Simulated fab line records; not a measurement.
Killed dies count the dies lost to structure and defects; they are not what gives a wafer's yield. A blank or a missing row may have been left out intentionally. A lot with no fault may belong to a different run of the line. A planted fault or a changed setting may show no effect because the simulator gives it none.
fab line records + flow nandHarc
[record]
- lots = 12
- wafers = 36
- lastDay = 33
route steps=1302 shown P_ZERO_WELL@11 P_STI@100
lots untouched by any fault: they come from a run of this same line in which no faults occurred
startH: the number of hours between the record's first day and the start of the first shown wafer of the lot + waitH: hours elapsed since this lot's preceding step + " repeats the value in the row above + L1.1+2: several wafers, shown together as one row + - either no value or no given start + * or withheld: withheld + < > ~ a bound
route shown NAME@n: NAME is a module with steps in the file, n the number in the route of the first one + usual: average and standard deviation across the fault-free wafers + same: alike in all rows + chamber/n: place in a boat + sites: the reading at each site + _std_site: standard deviation of those values + _edge_site: inner sites' mean taken away from outer sites' mean + radiusMm: how far each site lies from the wafer's centre + mask NAME#n: copy n + behind: the tool/chamber that last shaped the wafer + hold: why the lot went on hold/how many hours it stayed there/how the hold came to an end + device: whichever transistor did not switch (one of n, p or np) + end of line: the same wafers' tests at the end of the route + for a step that has no rows: nothing shown but its recipe + killed: dies lost to structure and defects at the first sort, not the wafer's yield + map: the dies of a wafer, with x for killed, . for not killed, _ for no die there
set.NAME: the setting as run; set.NAME@STEP: as run at that earlier step + model.NAME: the simulator's own value behind a step, which no gauge read
the route's steps for a sample of lots (tables are steps, rows are wafers)
services: from which hour (startH, from the record's first day; less than 0 if before it) a tool's chamber was out of use, for how many hours, and why
[[steps]]
[step NHARC_P_ZERO_WELL_EXPOSE_08]
[recipe]
- na = 0.55
- targetCdNm = 500
- doseMj = 33.8
- maskId = P_ZERO
[usual]
- exposureDoseMJCm2 = 33.78/0.041
[same]
- na = 0.55
| lot.wafer | tool          | chamber | startH | waitH | mask     | exposureDoseMJCm2 |
|-----------|---------------|---------|--------|-------|----------|-------------------|
| L861.2    | krfScanner-03 | 0       | 21.10  | -     | P_ZERO#0 | 33.76             |
| L861.3    | "             | 0       | "      | "     | P_ZERO#0 | 33.79             |
| L861.6    | "             | 0       | "      | "     | P_ZERO#0 | 33.79             |
| L864.4    | krfScanner-01 | 0       | 51.10  | -     | P_ZERO#0 | 33.75             |
| L864.5    | "             | 0       | "      | "     | P_ZERO#0 | 33.79             |
| L864.6    | "             | 0       | "      | "     | P_ZERO#0 | 33.76             |
| L866.1    | krfScanner-02 | 0       | 70.97  | -     | P_ZERO#0 | 33.77             |
| L866.3    | "             | 0       | "      | "     | P_ZERO#0 | 33.78             |
| L866.4    | "             | 0       | "      | "     | P_ZERO#0 | 33.74             |
| L868.2    | krfScanner-01 | 0       | 91.16  | -     | P_ZERO#0 | 33.76             |
| L868.3    | "             | 0       | "      | "     | P_ZERO#0 | 33.75             |
| L868.5    | "             | 0       | "      | "     | P_ZERO#0 | 33.75             |
| L871.2    | krfScanner-02 | 0       | 121.08 | -     | P_ZERO#0 | 33.82             |
| L871.4    | "             | 0       | "      | "     | P_ZERO#0 | 33.81             |
| L871.6    | "             | 0       | "      | "     | P_ZERO#0 | 33.78             |
| L875.3    | krfScanner-02 | 0       | 161.10 | -     | P_ZERO#0 | 35.19             |
| L875.4    | "             | 0       | "      | "     | P_ZERO#0 | 35.19             |
| L875.6    | "             | 0       | "      | "     | P_ZERO#0 | 35.20             |
| L877.2    | krfScanner-02 | 0       | 181.09 | -     | P_ZERO#0 | 34.99             |
| L877.3    | "             | 0       | "      | "     | P_ZERO#0 | 35.02             |
| L877.5    | "             | 0       | "      | "     | P_ZERO#0 | 35.01             |
| L878.3    | krfScanner-01 | 0       | 191.11 | -     | P_ZERO#0 | 33.83             |
| L878.4    | "             | 0       | "      | "     | P_ZERO#0 | 33.76             |
| L878.6    | "             | 0       | "      | "     | P_ZERO#0 | 33.82             |
| L879.4    | krfScanner-03 | 0       | 201.10 | -     | P_ZERO#0 | 33.73             |
| L879.5    | "             | 0       | "      | "     | P_ZERO#0 | 33.76             |
| L879.6    | "             | 0       | "      | "     | P_ZERO#0 | 33.72             |
| L880.4    | krfScanner-02 | 0       | 211.10 | -     | P_ZERO#0 | 34.66             |
| L880.5    | "             | 0       | "      | "     | P_ZERO#0 | 34.75             |
| L880.6    | "             | 0       | "      | "     | P_ZERO#0 | 34.71             |
| L882.2    | krfScanner-03 | 0       | 231.12 | -     | P_ZERO#0 | 33.76             |
| L882.5    | "             | 0       | "      | "     | P_ZERO#0 | 33.76             |
| L882.6    | "             | 0       | "      | "     | P_ZERO#0 | 33.76             |
| L884.1    | krfScanner-03 | 0       | 251.08 | -     | P_ZERO#0 | 33.68             |
| L884.2    | "             | 0       | "      | "     | P_ZERO#0 | 33.73             |
| L884.5    | "             | 0       | "      | "     | P_ZERO#0 | 33.70             |
[step NHARC_P_ZERO_WELL_CD_MEAS_11]
[recipe]
- targetCdNm = 500
- landingEnergyEv = 500
[usual]
- cdNm = 499.3/1.4
| lot.wafer | tool     | chamber | startH | waitH | hold                    | cdNm  |
|-----------|----------|---------|--------|-------|-------------------------|-------|
| L861.2    | cdSem-02 | 0       | 21.25  | -     | -                       | 501.8 |
| L861.3    | "        | 0       | "      | "     | -                       | 499.8 |
| L861.6    | "        | 0       | "      | "     | -                       | 499.2 |
| L864.4    | cdSem-03 | 0       | 51.25  | -     | -                       | 499.4 |
| L864.5    | "        | 0       | "      | "     | -                       | 498.7 |
| L864.6    | "        | 0       | "      | "     | -                       | 498.6 |
| L866.1    | cdSem-02 | 0       | 71.12  | -     | -                       | 499.9 |
| L866.3    | "        | 0       | "      | "     | -                       | 499.4 |
| L866.4    | "        | 0       | "      | "     | -                       | 497.5 |
| L868.2    | cdSem-02 | 0       | 91.30  | -     | -                       | 499.0 |
| L868.3    | "        | 0       | "      | "     | -                       | 498.3 |
| L868.5    | "        | 0       | "      | "     | -                       | 498.3 |
| L871.2    | cdSem-02 | 0       | 121.23 | -     | -                       | 499.2 |
| L871.4    | "        | 0       | "      | "     | -                       | 500.9 |
| L871.6    | "        | 0       | "      | "     | -                       | 501.3 |
| L875.3    | cdSem-01 | 0       | 161.25 | -     | awaitDispo/0.2h/release | 506.0 |
| L875.4    | "        | 0       | "      | "     | awaitDispo/0.2h/release | 505.7 |
| L875.6    | "        | 0       | "      | "     | awaitDispo/0.2h/release | 504.6 |
| L875.3    | cdSem-01 | 0       | -      | -     | -                       | 506.1 |
| L875.4    | "        | 0       | "      | "     | -                       | 505.8 |
| L875.6    | "        | 0       | "      | "     | -                       | 504.5 |
| L877.2    | cdSem-02 | 0       | 181.24 | -     | awaitDispo/0.2h/release | 504.7 |
| L877.3    | "        | 0       | "      | "     | awaitDispo/0.2h/release | 502.0 |
| L877.5    | "        | 0       | "      | "     | awaitDispo/0.2h/release | 504.9 |
| L877.2    | cdSem-02 | 0       | -      | -     | -                       | 504.8 |
| L877.3    | "        | 0       | "      | "     | -                       | 502.1 |
| L877.5    | "        | 0       | "      | "     | -                       | 505.2 |
| L878.3    | cdSem-01 | 0       | 191.25 | -     | -                       | 500.2 |
| L878.4    | "        | 0       | "      | "     | -                       | 498.8 |
| L878.6    | "        | 0       | "      | "     | -                       | 501.6 |
| L879.4    | cdSem-02 | 0       | 201.25 | -     | -                       | 499.7 |
| L879.5    | "        | 0       | "      | "     | -                       | 500.0 |
| L879.6    | "        | 0       | "      | "     | -                       | 501.2 |
| L880.4    | cdSem-03 | 0       | 211.25 | -     | -                       | 503.3 |
| L880.5    | "        | 0       | "      | "     | -                       | 503.4 |
| L880.6    | "        | 0       | "      | "     | -                       | 503.2 |
| L882.2    | cdSem-03 | 0       | 231.27 | -     | -                       | 496.4 |
| L882.5    | "        | 0       | "      | "     | -                       | 499.0 |
| L882.6    | "        | 0       | "      | "     | -                       | 496.2 |
| L884.1    | cdSem-03 | 0       | 251.23 | -     | -                       | 499.1 |
| L884.2    | "        | 0       | "      | "     | -                       | 500.7 |
| L884.5    | "        | 0       | "      | "     | -                       | 499.4 |
[step NHARC_P_ZERO_WELL_CD_MEAS_37]
[recipe]
- targetCdNm = 720
- landingEnergyEv = 500
[usual]
- cdNm = 720.2/1.3
| lot.wafer | tool     | chamber | startH | waitH | cdNm  |
|-----------|----------|---------|--------|-------|-------|
| L861.2    | cdSem-02 | 0       | 24.29  | -     | 719.7 |
| L861.3    | "        | 0       | "      | "     | 721.0 |
| L861.6    | "        | 0       | "      | "     | 719.6 |
| L864.4    | cdSem-02 | 0       | 54.11  | -     | 720.7 |
| L864.5    | "        | 0       | "      | "     | 723.0 |
| L864.6    | "        | 0       | "      | "     | 721.2 |
| L866.1    | cdSem-02 | 0       | 74.13  | -     | 721.9 |
| L866.3    | "        | 0       | "      | "     | 720.0 |
| L866.4    | "        | 0       | "      | "     | 720.2 |
| L868.2    | cdSem-01 | 0       | 94.39  | -     | 721.0 |
| L868.3    | "        | 0       | "      | "     | 719.7 |
| L868.5    | "        | 0       | "      | "     | 720.4 |
| L871.2    | cdSem-03 | 0       | 123.96 | -     | 718.9 |
| L871.4    | "        | 0       | "      | "     | 720.3 |
| L871.6    | "        | 0       | "      | "     | 720.2 |
| L875.3    | cdSem-01 | 0       | 175.36 | -     | 720.8 |
| L875.4    | "        | 0       | "      | "     | 722.3 |
| L875.6    | "        | 0       | "      | "     | 721.9 |
| L877.2    | cdSem-01 | 0       | 187.84 | -     | 720.5 |
| L877.3    | "        | 0       | "      | "     | 719.2 |
| L877.5    | "        | 0       | "      | "     | 718.6 |
| L878.3    | cdSem-02 | 0       | 194.10 | -     | 723.3 |
| L878.4    | "        | 0       | "      | "     | 721.7 |
| L878.6    | "        | 0       | "      | "     | 721.8 |
| L879.4    | cdSem-02 | 0       | 204.15 | -     | 719.5 |
| L879.5    | "        | 0       | "      | "     | 718.6 |
| L879.6    | "        | 0       | "      | "     | 720.3 |
| L880.4    | cdSem-01 | 0       | 214.26 | -     | 720.8 |
| L880.5    | "        | 0       | "      | "     | 718.9 |
| L880.6    | "        | 0       | "      | "     | 719.5 |
| L882.2    | cdSem-03 | 0       | 234.25 | -     | 720.5 |
| L882.5    | "        | 0       | "      | "     | 719.2 |
| L882.6    | "        | 0       | "      | "     | 720.1 |
| L884.1    | cdSem-02 | 0       | 254.08 | -     | 721.1 |
| L884.2    | "        | 0       | "      | "     | 719.7 |
| L884.5    | "        | 0       | "      | "     | 720.0 |
[step NHARC_P_ZERO_WELL_DESCUM_39]
[recipe]
- timeS = 3
- o2FlowSccm = 200
- arFlowSccm = 0
- biasPowerW = 0
- chemistry = O2
[usual]
- drypumpMotorCurrentA = 5.8/0.42
- mfcArSccm = 0.011/0.014
- oesProductAu = 0.999/0.0075
- rfVppV = 57.8/0.95
- showerheadPlenumPTorr = 1.89/0.1
- throttleValvePct = 11.310/0.0092
| lot.wafer | tool       | chamber | startH | waitH | drypumpMotorCurrentA | mfcArSccm | oesProductAu | rfHoursCounterH | rfVppV | showerheadPlenumPTorr | throttleValvePct |
|-----------|------------|---------|--------|-------|----------------------|-----------|--------------|-----------------|--------|-----------------------|------------------|
| L861.2    | rieDiel-13 | 0       | 24.46  | -     | 5.4                  | 0.010     | 1.001        | 7               | 57.0   | 1.79                  | 11.323           |
| L861.3    | "          | 2       | "      | "     | 6.2                  | 0         | 1.002        | 7               | 57.3   | 2.01                  | 11.300           |
| L861.6    | "          | 3       | "      | "     | 6.2                  | 0.013     | 1.011        | -               | 60.1   | 2.02                  | 11.304           |
| L864.4    | rieDiel-01 | 2       | 54.29  | -     | 5.7                  | 0         | 0.989        | 8               | 58.7   | 2.06                  | 11.300           |
| L864.6    | "          | 0       | "      | "     | 5.3                  | 0.039     | 0.991        | -               | 56.3   | 1.78                  | 11.315           |
| L864.5    | "          | 1       | "      | "     | 5.6                  | 0         | 0.989        | -               | 58.2   | 1.81                  | 11.317           |
| L866.4    | rieDiel-13 | 0       | 74.29  | -     | 5.4                  | 0.010     | 1.004        | 27              | 58.0   | 1.79                  | 11.292           |
| L866.3    | "          | 1       | "      | "     | 5.6                  | 0         | 1.004        | 24              | 57.9   | 1.88                  | 11.300           |
| L866.1    | "          | 3       | "      | "     | 6.2                  | 0.013     | 1.005        | 33              | 57.3   | 2.02                  | 11.319           |
| L868.2    | rieDiel-01 | 0       | 94.55  | -     | 5.4                  | 0.039     | 0.992        | 13              | 56.2   | 1.78                  | 11.314           |
| L868.3    | "          | 3       | "      | "     | 6.5                  | 0.013     | 1.007        | 16              | 57.4   | 1.87                  | 11.310           |
| L868.5    | "          | 1       | "      | "     | 5.7                  | 0         | 0.995        | -               | 58.5   | 1.81                  | 11.312           |
| L871.4    | rieDiel-13 | 3       | 124.16 | -     | 6.2                  | 0.013     | 1.013        | 51              | 58.7   | 2.01                  | 11.302           |
| L871.2    | "          | 1       | "      | "     | 5.6                  | 0         | 0.999        | 42              | 57.6   | 1.88                  | 11.318           |
| L871.6    | "          | 3       | "      | "     | 6.2                  | 0.013     | 1.006        | -               | 58.1   | 2.01                  | 11.311           |
| L875.4    | rieDiel-01 | 2       | 175.51 | -     | 5.7                  | 0         | 1.001        | 39              | 56.9   | 2.05                  | 11.309           |
| L875.3    | "          | 1       | "      | "     | 5.6                  | 0         | 0.996        | 37              | 57.2   | 1.80                  | 11.323           |
| L875.6    | "          | 3       | "      | "     | 6.5                  | 0.013     | 1.008        | -               | 58.4   | 1.86                  | 11.301           |
| L877.2    | rieDiel-01 | 1       | 188.01 | -     | 5.6                  | 0         | 0.985        | 41              | 57.7   | 1.80                  | 11.315           |
| L877.3    | "          | 2       | "      | "     | 5.8                  | 0         | 0.997        | 45              | 59.0   | 2.05                  | 11.310           |
| L877.5    | "          | 1       | "      | "     | 5.6                  | 0         | 0.989        | -               | 57.3   | 1.80                  | 11.319           |
| L878.3    | rieDiel-01 | 1       | 194.26 | -     | 5.7                  | 0         | 0.990        | 41              | 57.4   | 1.80                  | 11.319           |
| L878.4    | "          | 3       | "      | "     | 6.5                  | 0.013     | 0.990        | 41              | 56.8   | 1.86                  | 11.319           |
| L878.6    | "          | 0       | "      | "     | 5.4                  | 0.039     | 0.998        | -               | 56.0   | 1.77                  | 11.309           |
| L879.4    | rieDiel-06 | 1       | 204.34 | -     | 5.9                  | 0.022     | 1.014        | 22              | 57.6   | 1.80                  | 11.304           |
| L879.5    | "          | 2       | "      | "     | 5.3                  | 0         | 1.007        | -               | 57.8   | 1.85                  | 11.301           |
| L879.6    | "          | 3       | "      | "     | 5.4                  | 0.007     | 1.008        | -               | 59.4   | 1.86                  | 11.316           |
| L880.4    | rieDiel-06 | 1       | 214.42 | -     | 5.9                  | 0.022     | 1.002        | 26              | 57.9   | 1.80                  | 11.315           |
| L880.6    | "          | 0       | "      | "     | 6.5                  | 0.036     | 1.010        | -               | 58.1   | 1.99                  | 11.304           |
| L880.5    | "          | 1       | "      | "     | 5.9                  | 0.022     | 1.016        | -               | 58.4   | 1.80                  | 11.315           |
| L882.2    | rieDiel-01 | 0       | 234.44 | -     | 5.4                  | 0.039     | 1.005        | 8               | 58.0   | 2.07                  | 11.291           |
| L882.6    | "          | 1       | "      | "     | 5.6                  | 0         | 1.001        | -               | 57.4   | 1.80                  | 11.320           |
| L882.5    | "          | 2       | "      | "     | 5.8                  | 0         | 1.000        | -               | 58.1   | 2.04                  | 11.299           |
| L884.2    | rieDiel-01 | 0       | 254.24 | -     | 5.4                  | 0.039     | 0.997        | 12              | 58.9   | 2.07                  | 11.321           |
| L884.1    | "          | 1       | "      | "     | 5.6                  | 0         | 1.003        | 11              | 58.2   | 1.80                  | 11.307           |
| L884.5    | "          | 0       | "      | "     | 5.4                  | 0.039     | 0.998        | -               | 58.5   | 2.07                  | 11.326           |
[step NHARC_P_STI_CMP_21]
[recipe]
- tOverpolishS = 20
- targetThkNm = 380.67
[usual]
- motorCurrentA = 12.5/1.2
- overpolishRunS = 20.000/0.0092
| lot.wafer | tool   | chamber | startH | waitH | motorCurrentA | overpolishRunS |
|-----------|--------|---------|--------|-------|---------------|----------------|
| L861.3    | cmp-03 | 3       | 72.10  | 0.4   | 14.2          | 19.991         |
| L861.2    | "      | 0       | "      | "     | 12.7          | 20.010         |
| L861.6    | "      | 2       | "      | "     | 13.0          | 20.010         |
| L864.4    | cmp-02 | 2       | 92.63  | 0.4   | 13.9          | 20.005         |
| L864.5    | "      | 1       | "      | "     | 11.1          | 19.998         |
| L864.6    | "      | 2       | "      | "     | 14.3          | 20.005         |
| L866.1    | cmp-03 | 3       | 113.81 | 0.4   | 13.4          | 20.001         |
| L866.4    | "      | 0       | "      | "     | 12.7          | 20.004         |
| L866.3    | "      | 1       | "      | "     | 11.2          | 20.007         |
| L868.2    | cmp-03 | 0       | 133.14 | 0.4   | 13.0          | 20.012         |
| L868.3    | "      | 2       | "      | "     | 13.6          | 20.009         |
| L868.5    | "      | 0       | "      | "     | 13.4          | 19.992         |
| L871.4    | cmp-04 | 0       | 164.75 | 0.4   | 13.3          | 20.006         |
| L871.2    | "      | 2       | "      | "     | 12.1          | 20.000         |
| L871.6    | "      | 3       | "      | "     | 12.9          | 20.002         |
| L875.3    | cmp-02 | 2       | 217.26 | 0.4   | 14.3          | 20.000         |
| L875.4    | "      | 0       | "      | "     | 12.3          | 19.998         |
| L875.6    | "      | 1       | "      | "     | 11.2          | 19.999         |
| L877.3    | cmp-04 | 3       | 224.02 | 0.4   | 12.9          | 19.998         |
| L877.2    | "      | 1       | "      | "     | 12.2          | 19.989         |
| L877.5    | "      | 2       | "      | "     | 11.5          | 20.016         |
| L878.3    | cmp-03 | 1       | 231.33 | 0.4   | 11.2          | 20.000         |
| L878.4    | "      | 2       | "      | "     | 13.9          | 19.985         |
| L878.6    | "      | 1       | "      | "     | 11.3          | 20.008         |
| L879.4    | cmp-04 | 3       | 247.69 | 0.4   | 12.2          | 20.011         |
| L879.5    | "      | 2       | "      | "     | 11.7          | 19.993         |
| L879.6    | "      | 3       | "      | "     | 13.1          | 19.993         |
| L880.4    | cmp-03 | 1       | 252.11 | 0.4   | 11.1          | 19.993         |
| L880.6    | "      | 1       | "      | "     | 11.2          | 19.997         |
| L880.5    | "      | 2       | "      | "     | 13.3          | 19.993         |
| L882.2    | cmp-03 | 3       | 272.52 | 0.4   | 13.9          | 20.006         |
| L882.6    | "      | 3       | "      | "     | 13.4          | 20.007         |
| L882.5    | "      | 0       | "      | "     | 12.6          | 20.003         |
| L884.1    | cmp-04 | 1       | 291.59 | 0.4   | 11.6          | 19.986         |
| L884.2    | "      | 2       | "      | "     | 11.9          | 19.996         |
| L884.5    | "      | 0       | "      | "     | 13.4          | 20.020         |
[[services]]
| tool          | chamber | startH | hours | kind   |
|---------------|---------|--------|-------|--------|
| rieDiel-01    | -       | 9.45   | 0.3   | repair |
| cmp-04        | -       | 13.04  | 4.0   | pm     |
| rieDiel-01    | -       | 26.97  | 9.0   | pm     |
| cmp-04        | -       | 50.71  | 0.3   | repair |
| krfScanner-03 | -       | 52.00  | 4.0   | pm     |
| cmp-03        | -       | 65.46  | 4.0   | pm     |
| rieDiel-01    | 2       | 75.29  | 8.4   | repair |
| krfScanner-02 | -       | 94.00  | 4.0   | pm     |
| krfScanner-02 | -       | 104.96 | 2.1   | repair |
| cmp-03        | -       | 106.41 | 1.0   | repair |
| krfScanner-02 | -       | 109.71 | 1.2   | repair |
| cmp-03        | -       | 137.96 | 3.1   | repair |
| rieDiel-01    | 2       | 156.75 | 1.6   | repair |
| cmp-03        | -       | 163.46 | 4.0   | pm     |
| krfScanner-02 | -       | 184.08 | 0.9   | repair |
| rieDiel-01    | -       | 205.39 | 9.0   | pm     |
| cmp-03        | -       | 215.03 | 4.4   | repair |
| rieDiel-01    | 1       | 216.41 | 1.2   | repair |
| rieDiel-01    | 0       | 241.27 | 3.0   | repair |
| cmp-03        | -       | 261.46 | 4.0   | pm     |
| krfScanner-02 | -       | 266.00 | 4.0   | pm     |
| cmp-03        | -       | 274.00 | 4.6   | repair |
| krfScanner-02 | -       | 275.47 | 0.5   | repair |
| rieDiel-01    | 0       | 278.46 | 4.3   | repair |
[[key]]
[firstSign]
- step = NHARC_P_ZERO_WELL_EXPOSE_08
- reading = exposureDoseMJCm2
- direction = up
- sigmas = 29
- usual = 33.78
- struck = 34.97
[effect]
- step = NHARC_P_ZERO_WELL_CD_MEAS_11
- reading = visit
- direction = added
- through = controlLoop
metAt NHARC_P_ZERO_WELL_EXPOSE_08
struckLots L875,L877,L880
testerLeftOut L875,L877,L880
[loopTrim]
- step = NHARC_P_ZERO_WELL_EXPOSE_08
- setting = dose
- lots = L877,L880
notActingAt NHARC_P_ZERO_WELL_CD_MEAS_37,NHARC_P_ZERO_WELL_DESCUM_39,NHARC_P_STI_CMP_21
onsetBetween 121.08 161.10
[fault]
- kind = processParameterDrift
- tool = krfScanner-02
- chamber = -
- onsetH = 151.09
- steps = NHARC_P_ZERO_WELL_EXPOSE_08
- channel = doseMj
- offset = 1.4067
- shape = step
- actsIn = theseRecipesOnly
- stated = 33.8
// testerLeftOut: of these lots the tester's yield and bins aren't shown, on N5 and GAA mostly nor the transistor test; their killed dies are dies lost to structure and defects alone, not to doping, threshold or leakage, so they don't give the yield
// loopTrim: a control loop set the setting to another value than it would have without faults
